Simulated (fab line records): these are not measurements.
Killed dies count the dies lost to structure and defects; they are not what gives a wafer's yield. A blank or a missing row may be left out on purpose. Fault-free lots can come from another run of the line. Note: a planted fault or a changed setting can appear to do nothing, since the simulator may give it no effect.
Which tool is to blame? || flow nand-harc || 24 lots, 72 wafers sampled, at 4 steps of a route of 1302

WHAT EACH GAUGE READ, for each wafer
NHARC_A_CONTACT_CD_MEAS_15.
{"lot": "L074", "measured": "day 22 05:42", "on": "cd-sem-03", "cd-nm (nm)": "189.7 190.2 189.8"}
{"lot": "L075", "measured": "day 23 00:46", "on": "cd-sem-01", "cd-nm (nm)": "189.9 190.1 189.6"}
{"lot": "L076", "measured": "day 23 07:34", "on": "cd-sem-01", "cd-nm (nm)": "190.0 189.9 190.0"}
{"lot": "L077", "measured": "day 23 08:14", "on": "cd-sem-03", "cd-nm (nm)": "190.5 189.8 190.2"}
{"lot": "L078", "measured": "day 24 00:19", "on": "cd-sem-02", "cd-nm (nm)": "189.3 190.2 189.7"}
{"lot": "L079", "measured": "day 24 11:12", "on": "cd-sem-03", "cd-nm (nm)": "188.9 189.6 189.8"}
{"lot": "L081", "measured": "day 25 01:08", "on": "cd-sem-03", "cd-nm (nm)": "189.6 189.4 190.1"}
{"lot": "L080", "measured": "day 25 02:23", "on": "cd-sem-01", "cd-nm (nm)": "190.6 190.6 190.0"}
{"lot": "L082", "measured": "day 26 00:27", "on": "cd-sem-03", "cd-nm (nm)": "189.9 189.7 189.9"}
{"lot": "L084", "measured": "day 26 12:10", "on": "cd-sem-02", "cd-nm (nm)": "190.4 190.2 190.4"}
{"lot": "L083", "measured": "day 26 13:23", "on": "cd-sem-03", "cd-nm (nm)": "189.1 189.2 189.1"}
{"lot": "L086", "measured": "day 27 07:07", "on": "cd-sem-03", "cd-nm (nm)": "190.5 190.5 190.6"}
{"lot": "L085", "measured": "day 27 08:44", "on": "cd-sem-02", "cd-nm (nm)": "189.4 189.1 188.9"}
{"lot": "L087", "measured": "day 28 11:00", "on": "cd-sem-03", "cd-nm (nm)": "190.1 189.8 189.7"}
{"lot": "L089", "measured": "day 28 14:57", "on": "cd-sem-01", "cd-nm (nm)": "190.0 189.7 189.6"}
{"lot": "L088", "measured": "day 28 15:11", "on": "cd-sem-01", "cd-nm (nm)": "190.6 190.6 190.3"}
{"lot": "L091", "measured": "day 29 11:25", "on": "cd-sem-03", "cd-nm (nm)": "189.7 189.3 189.8"}
{"lot": "L090", "measured": "day 29 12:25", "on": "cd-sem-01", "cd-nm (nm)": "190.1 190.4 189.9"}
{"lot": "L092", "measured": "day 29 18:55", "on": "cd-sem-02", "cd-nm (nm)": "189.2 189.9 189.6"}
{"lot": "L093", "measured": "day 29 22:35", "on": "cd-sem-01", "cd-nm (nm)": "191.2 190.5 191.2"}
{"lot": "L094", "measured": "day 30 11:56", "on": "cd-sem-03", "cd-nm (nm)": "189.9 189.9 190.2"}
{"lot": "L095", "measured": "day 31 11:02", "on": "cd-sem-01", "cd-nm (nm)": "191.2 190.0 190.3"}
{"lot": "L096", "measured": "day 32 01:01", "on": "cd-sem-01", "cd-nm (nm)": "189.7 189.6 189.9"}
{"lot": "L097", "measured": "day 32 16:40", "on": "cd-sem-01", "cd-nm (nm)": "189.7 189.9 189.6"}

EACH LOT AND THE TOOL THAT RAN IT (in order: tool; ch and the chambers of the sampled wafers; start)
{"lot": "L074", "NHARC_A_CONTACT_ETCH_124": "har-cap-etch-03 ch 0,1, day 21 19:46", "NHARC_A_CONTACT_ETCH_97": "rie-diel-02 ch 0,1,3, day 22 04:54 or earlier", "NHARC_A_CONTACT_ETCH_139": "har-cap-etch-02 ch 0,1, day 22 04:54"}
{"lot": "L075", "NHARC_A_CONTACT_ETCH_124": "har-cap-etch-02 ch 0,1, day 22 12:56", "NHARC_A_CONTACT_ETCH_97": "rie-diel-02 ch 0,1,2, day 23 00:07 or earlier", "NHARC_A_CONTACT_ETCH_139": "har-cap-etch-02 ch 0,1, day 23 00:07"}
{"lot": "L076", "NHARC_A_CONTACT_ETCH_124": "har-cap-etch-01 ch 0,1, day 22 21:10", "NHARC_A_CONTACT_ETCH_97": "rie-diel-03 ch 0,1, day 23 06:51 or earlier", "NHARC_A_CONTACT_ETCH_139": "har-cap-etch-02 ch 0,1, day 23 06:51"}
{"lot": "L077", "NHARC_A_CONTACT_ETCH_124": "har-cap-etch-03 ch 0,1, day 22 22:26", "NHARC_A_CONTACT_ETCH_97": "rie-diel-12 ch 1,2, day 23 07:27 or earlier", "NHARC_A_CONTACT_ETCH_139": "har-cap-etch-03 ch 0,1, day 23 07:27"}
{"lot": "L078", "NHARC_A_CONTACT_ETCH_124": "har-cap-etch-03 ch 0,1, day 23 15:01", "NHARC_A_CONTACT_ETCH_97": "rie-diel-02 ch 0,1,2, day 23 23:40 or earlier", "NHARC_A_CONTACT_ETCH_139": "har-cap-etch-01 ch 0,1, day 23 23:40"}
{"lot": "L079", "NHARC_A_CONTACT_ETCH_124": "har-cap-etch-03 ch 0, day 24 00:38", "NHARC_A_CONTACT_ETCH_97": "rie-diel-02 ch 0,1,2, day 24 10:28 or earlier", "NHARC_A_CONTACT_ETCH_139": "har-cap-etch-03 ch 0,1, day 24 10:28"}
{"lot": "L081", "NHARC_A_CONTACT_ETCH_124": "har-cap-etch-02 ch 0,1, day 24 15:45", "NHARC_A_CONTACT_ETCH_97": "rie-diel-02 ch 1,3, day 25 00:24 or earlier", "NHARC_A_CONTACT_ETCH_139": "har-cap-etch-03 ch 1, day 25 00:24"}
{"lot": "L080", "NHARC_A_CONTACT_ETCH_124": "har-cap-etch-01 ch 0,1, day 24 16:16", "NHARC_A_CONTACT_ETCH_97": "rie-diel-03 ch 0,2, day 25 01:38 or earlier", "NHARC_A_CONTACT_ETCH_139": "har-cap-etch-02 ch 0,1, day 25 01:38"}
{"lot": "L082", "NHARC_A_CONTACT_ETCH_124": "har-cap-etch-02 ch 0,1, day 25 11:38", "NHARC_A_CONTACT_ETCH_97": "rie-diel-03 ch 1,3, day 25 23:43 or earlier", "NHARC_A_CONTACT_ETCH_139": "har-cap-etch-03 ch 0,1, day 25 23:43"}
{"lot": "L084", "NHARC_A_CONTACT_ETCH_124": "har-cap-etch-02 ch 0,1, day 26 00:04", "NHARC_A_CONTACT_ETCH_97": "rie-diel-02 ch 0,2,3, day 26 11:22 or earlier", "NHARC_A_CONTACT_ETCH_139": "har-cap-etch-01 ch 0,1, day 26 11:22"}
{"lot": "L083", "NHARC_A_CONTACT_ETCH_124": "har-cap-etch-01 ch 0,1, day 26 03:24", "NHARC_A_CONTACT_ETCH_97": "rie-diel-02 ch 0,3, day 26 12:35 or earlier", "NHARC_A_CONTACT_ETCH_139": "har-cap-etch-03 ch 0,1, day 26 12:35"}
{"lot": "L086", "NHARC_A_CONTACT_ETCH_124": "har-cap-etch-02 ch 0,1, day 26 20:52", "NHARC_A_CONTACT_ETCH_97": "rie-diel-03 ch 0,1,3, day 26 23:26", "NHARC_A_CONTACT_ETCH_139": "har-cap-etch-03 ch 0,1, day 27 06:20"}
{"lot": "L085", "NHARC_A_CONTACT_ETCH_124": "har-cap-etch-01 ch 0,1, day 26 21:40", "NHARC_A_CONTACT_ETCH_97": "rie-diel-02 ch 0,2,3, day 27 07:57 or earlier", "NHARC_A_CONTACT_ETCH_139": "har-cap-etch-02 ch 0,1, day 27 07:57"}
{"lot": "L087", "NHARC_A_CONTACT_ETCH_124": "har-cap-etch-01 ch 0,1, day 27 22:51", "NHARC_A_CONTACT_ETCH_97": "rie-diel-12 ch 1,2, day 28 10:04 or earlier", "NHARC_A_CONTACT_ETCH_139": "har-cap-etch-01 ch 0,1, day 28 10:04"}
{"lot": "L089", "NHARC_A_CONTACT_ETCH_124": "har-cap-etch-03 ch 0,1, day 28 02:22", "NHARC_A_CONTACT_ETCH_97": "rie-diel-03 ch 0,1, day 28 14:05 or earlier", "NHARC_A_CONTACT_ETCH_139": "har-cap-etch-01 ch 0,1, day 28 14:05"}
{"lot": "L088", "NHARC_A_CONTACT_ETCH_124": "har-cap-etch-02 ch 0,1, day 28 04:47", "NHARC_A_CONTACT_ETCH_97": "rie-diel-03 ch 2,3, day 28 14:32 or earlier", "NHARC_A_CONTACT_ETCH_139": "har-cap-etch-03 ch 0,1, day 28 14:32"}
{"lot": "L091", "NHARC_A_CONTACT_ETCH_124": "har-cap-etch-03 ch 0, day 28 21:32", "NHARC_A_CONTACT_ETCH_97": "rie-diel-02 ch 0,1, day 29 10:39 or earlier", "NHARC_A_CONTACT_ETCH_139": "har-cap-etch-02 ch 0,1, day 29 10:39"}
{"lot": "L090", "NHARC_A_CONTACT_ETCH_124": "har-cap-etch-02 ch 0,1, day 28 22:30", "NHARC_A_CONTACT_ETCH_97": "rie-diel-02 ch 0,1,3, day 29 11:38 or earlier", "NHARC_A_CONTACT_ETCH_139": "har-cap-etch-01 ch 0,1, day 29 11:38"}
{"lot": "L092", "NHARC_A_CONTACT_ETCH_124": "har-cap-etch-01 ch 0,1, day 29 05:06", "NHARC_A_CONTACT_ETCH_97": "rie-diel-03 ch 0,1,2, day 29 18:08 or earlier", "NHARC_A_CONTACT_ETCH_139": "har-cap-etch-02 ch 0,1, day 29 18:08"}
{"lot": "L093", "NHARC_A_CONTACT_ETCH_124": "har-cap-etch-03 ch 0, day 29 06:19", "NHARC_A_CONTACT_ETCH_97": "rie-diel-03 ch 0,1,2, day 29 21:49 or earlier", "NHARC_A_CONTACT_ETCH_139": "har-cap-etch-01 ch 0,1, day 29 21:49"}
{"lot": "L094", "NHARC_A_CONTACT_ETCH_124": "har-cap-etch-02 ch 0,1, day 30 02:16", "NHARC_A_CONTACT_ETCH_97": "rie-diel-12 ch 0,2,3, day 30 11:13 or earlier", "NHARC_A_CONTACT_ETCH_139": "har-cap-etch-03 ch 0,1, day 30 11:13"}
{"lot": "L095", "NHARC_A_CONTACT_ETCH_124": "har-cap-etch-02 ch 0,1, day 30 23:05", "NHARC_A_CONTACT_ETCH_97": "rie-diel-03 ch 0,1, day 31 01:37", "NHARC_A_CONTACT_ETCH_139": "har-cap-etch-02 ch 1, day 31 10:13"}
{"lot": "L096", "NHARC_A_CONTACT_ETCH_124": "har-cap-etch-03 ch 0, day 31 11:15", "NHARC_A_CONTACT_ETCH_97": "rie-diel-12 ch 0,2,3, day 32 00:17 or earlier", "NHARC_A_CONTACT_ETCH_139": "har-cap-etch-01 ch 0,1, day 32 00:17"}
{"lot": "L097", "NHARC_A_CONTACT_ETCH_124": "har-cap-etch-03 ch 0,1, day 32 03:55", "NHARC_A_CONTACT_ETCH_97": "rie-diel-03 ch 1,2, day 32 15:58 or earlier", "NHARC_A_CONTACT_ETCH_139": "har-cap-etch-01 ch 0,1, day 32 15:58"}
- NHARC_A_CONTACT_ETCH_124: etches the open film in C4F8/O2/Ar, time 140 s, target depth 700 nm.
- NHARC_A_CONTACT_ETCH_97: etches the open film in C4F6/O2, target depth 20 nm, time 10 s.
- NHARC_A_CONTACT_ETCH_139: etches the open film in C4F8/O2/Ar, time 195 s, target depth 840 nm.

WHAT THE TOOLS THEMSELVES READ (means of the sampled wafers that have a number; where no wafer has one, the mark that the record gives instead)
NHARC_A_CONTACT_ETCH_97.
{"lot": "L074", "tool": "rie-diel-02", "drypump-motor-current-A (A)": 5.7, "oes-product-au (a.u.)": 0.926, "rf-vpp-V (V)": 546.6, "showerhead-plenum-p-Torr (Torr)": 3.97, "throttle-valve-pct (%)": 26.901}
{"lot": "L075", "tool": "rie-diel-02", "drypump-motor-current-A (A)": 5.9, "oes-product-au (a.u.)": 0.946, "rf-vpp-V (V)": 546.7, "showerhead-plenum-p-Torr (Torr)": 3.89, "throttle-valve-pct (%)": 26.906}
{"lot": "L076", "tool": "rie-diel-03", "drypump-motor-current-A (A)": 5.6, "oes-product-au (a.u.)": 0.953, "rf-vpp-V (V)": 545.8, "showerhead-plenum-p-Torr (Torr)": 3.85, "throttle-valve-pct (%)": 26.906}
{"lot": "L077", "tool": "rie-diel-12", "drypump-motor-current-A (A)": 5.8, "oes-product-au (a.u.)": 0.942, "rf-vpp-V (V)": 547.4, "showerhead-plenum-p-Torr (Torr)": 3.97, "throttle-valve-pct (%)": 26.901}
{"lot": "L078", "tool": "rie-diel-02", "drypump-motor-current-A (A)": 5.9, "oes-product-au (a.u.)": 0.941, "rf-vpp-V (V)": 546.6, "showerhead-plenum-p-Torr (Torr)": 3.88, "throttle-valve-pct (%)": 26.915}
{"lot": "L079", "tool": "rie-diel-02", "drypump-motor-current-A (A)": 5.9, "oes-product-au (a.u.)": 0.949, "rf-vpp-V (V)": 546.2, "showerhead-plenum-p-Torr (Torr)": 3.88, "throttle-valve-pct (%)": 26.902}
{"lot": "L081", "tool": "rie-diel-02", "drypump-motor-current-A (A)": 5.4, "oes-product-au (a.u.)": 0.941, "rf-vpp-V (V)": 546.5, "showerhead-plenum-p-Torr (Torr)": 3.93, "throttle-valve-pct (%)": 26.901}
{"lot": "L080", "tool": "rie-diel-03", "drypump-motor-current-A (A)": 5.7, "oes-product-au (a.u.)": 0.998, "rf-vpp-V (V)": 545.3, "showerhead-plenum-p-Torr (Torr)": 3.86, "throttle-valve-pct (%)": 26.910}
{"lot": "L082", "tool": "rie-diel-03", "drypump-motor-current-A (A)": 5.5, "oes-product-au (a.u.)": 0.925, "rf-vpp-V (V)": 544.7, "showerhead-plenum-p-Torr (Torr)": 3.85, "throttle-valve-pct (%)": 26.903}
{"lot": "L084", "tool": "rie-diel-02", "drypump-motor-current-A (A)": 5.7, "oes-product-au (a.u.)": 0.964, "rf-vpp-V (V)": 547.4, "showerhead-plenum-p-Torr (Torr)": 3.98, "throttle-valve-pct (%)": 26.902}
{"lot": "L083", "tool": "rie-diel-02", "drypump-motor-current-A (A)": 5.8, "oes-product-au (a.u.)": 0.984, "rf-vpp-V (V)": 549.5, "showerhead-plenum-p-Torr (Torr)": 4.08, "throttle-valve-pct (%)": 26.898}
{"lot": "L086", "tool": "rie-diel-03", "drypump-motor-current-A (A)": 5.5, "oes-product-au (a.u.)": 0.961, "rf-vpp-V (V)": 545.3, "showerhead-plenum-p-Torr (Torr)": 3.86, "throttle-valve-pct (%)": 26.901}
{"lot": "L085", "tool": "rie-diel-02", "drypump-motor-current-A (A)": 5.7, "oes-product-au (a.u.)": 0.947, "rf-vpp-V (V)": 548.1, "showerhead-plenum-p-Torr (Torr)": 3.97, "throttle-valve-pct (%)": 26.904}
{"lot": "L087", "tool": "rie-diel-12", "drypump-motor-current-A (A)": 5.8, "oes-product-au (a.u.)": 0.956, "rf-vpp-V (V)": 547.3, "showerhead-plenum-p-Torr (Torr)": 3.95, "throttle-valve-pct (%)": 26.902}
{"lot": "L089", "tool": "rie-diel-03", "drypump-motor-current-A (A)": 5.5, "oes-product-au (a.u.)": 0.939, "rf-vpp-V (V)": 545.8, "showerhead-plenum-p-Torr (Torr)": 3.86, "throttle-valve-pct (%)": 26.908}
{"lot": "L088", "tool": "rie-diel-03", "drypump-motor-current-A (A)": 6.0, "oes-product-au (a.u.)": 0.954, "rf-vpp-V (V)": 544.2, "showerhead-plenum-p-Torr (Torr)": 3.82, "throttle-valve-pct (%)": 26.897}
{"lot": "L091", "tool": "rie-diel-02", "drypump-motor-current-A (A)": 5.8, "oes-product-au (a.u.)": 0.944, "rf-vpp-V (V)": 546.1, "showerhead-plenum-p-Torr (Torr)": 3.83, "throttle-valve-pct (%)": 26.906}
{"lot": "L090", "tool": "rie-diel-02", "drypump-motor-current-A (A)": 5.7, "oes-product-au (a.u.)": 0.945, "rf-vpp-V (V)": 545.9, "showerhead-plenum-p-Torr (Torr)": 3.94, "throttle-valve-pct (%)": 26.897}
{"lot": "L092", "tool": "rie-diel-03", "drypump-motor-current-A (A)": 5.8, "oes-product-au (a.u.)": 0.944, "rf-vpp-V (V)": 544.7, "showerhead-plenum-p-Torr (Torr)": 3.83, "throttle-valve-pct (%)": 26.908}
{"lot": "L093", "tool": "rie-diel-03", "drypump-motor-current-A (A)": 5.8, "oes-product-au (a.u.)": 0.967, "rf-vpp-V (V)": 544.4, "showerhead-plenum-p-Torr (Torr)": 3.83, "throttle-valve-pct (%)": 26.897}
{"lot": "L094", "tool": "rie-diel-12", "drypump-motor-current-A (A)": 5.7, "oes-product-au (a.u.)": 0.932, "rf-vpp-V (V)": 549.2, "showerhead-plenum-p-Torr (Torr)": 4.02, "throttle-valve-pct (%)": 26.904}
{"lot": "L095", "tool": "rie-diel-03", "drypump-motor-current-A (A)": 5.5, "oes-product-au (a.u.)": 0.950, "rf-vpp-V (V)": 545.5, "showerhead-plenum-p-Torr (Torr)": 3.83, "throttle-valve-pct (%)": 26.907}
{"lot": "L096", "tool": "rie-diel-12", "drypump-motor-current-A (A)": 5.7, "oes-product-au (a.u.)": 0.957, "rf-vpp-V (V)": 548.6, "showerhead-plenum-p-Torr (Torr)": 4.01, "throttle-valve-pct (%)": 26.902}
{"lot": "L097", "tool": "rie-diel-03", "drypump-motor-current-A (A)": 5.9, "oes-product-au (a.u.)": 0.975, "rf-vpp-V (V)": 544.3, "showerhead-plenum-p-Torr (Torr)": 3.80, "throttle-valve-pct (%)": 26.901}

THE ANSWER, worked out from the rows above alone
Rule: the lots themselves supply what counts as usual. The widest of any qualifying gaps counts: lots, ordered by their means at a reading, are off when they make up no more than a third of the lots, leave a main group of 4 or more, and stand apart from it by 3 or more times the standard deviation of that group's means. Not used: any main group whose means are identical at the precision the tables above print for the reading. A lot without any number at a reading at which 4 lots or more have one is off too. Where the step has rows for the other lots, those lots are counted as sound. Order of review: gauges by route order, followed by the tools' own readings, for which a lot's mean as printed above is used. The first step at which some lot is off is used, and at that step the reading that is off furthest; a lot without a number counts as furthest.
Nothing can be told from this: no lot is off at any reading shown.

WHAT HAD BEEN PUT IN BY THE SIMULATOR
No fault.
